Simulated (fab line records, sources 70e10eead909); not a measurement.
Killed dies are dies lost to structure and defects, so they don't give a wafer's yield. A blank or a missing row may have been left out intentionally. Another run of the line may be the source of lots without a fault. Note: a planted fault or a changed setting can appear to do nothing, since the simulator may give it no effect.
Matching of chambers    flow nandHarc    4 sister chambers for NHARC_P_M2_CMP_23 on cmp-03
The step polishes, t overpolish 20 s, target thk 144.3 nm. 4 wafers are shown with their chamber, then 10 later ones without.

## WAFERS, EACH WITH ITS CHAMBER
wafer   chamber  motorCurrentA (A)
L078.2  1        11.2
L081.5  0        13.2
L092.4  3        14.1
L092.5  2        13.7

## WAFERS WHOSE CHAMBER IS MISSING
wafer   motorCurrentA (A)
L092.6  11.4
L093.4  13.6
L093.5  13.3
L093.6  14.0
L094.1  13.7
L094.2  14.0
L094.4  11.2
L097.1  13.2
L097.2  13.7
L097.5  13.6

## EACH ONE'S CHAMBER
wafer    from the rows above   in truth
L092.6   1                     1
L093.4   2                     2
L093.5   0                     0
L093.6   3                     3
L094.1   2                     2
L094.2   3                     3
L094.4   1                     1
L097.1   0                     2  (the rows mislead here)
L097.2   2                     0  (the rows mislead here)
L097.5   2                     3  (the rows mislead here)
Correctly placed: 7 of 10. Not placeable from these rows: 0. 3 placed wrongly.
How it was worked out, from the rows above alone: a wafer's distance from a chamber is the root of the sum, over the readings, of the square of ((its reading less the chamber's mean) divided by the reading's scatter). If the next closest chamber is less than 2 further off than the closest, the wafer can't be placed; otherwise it belongs to the closest. A chamber's mean is the mean of its shown wafers. The scatter (one wafer shown for each chamber): square how far every hidden wafer sits from the nearest shown wafer, average those squares and take the square root.
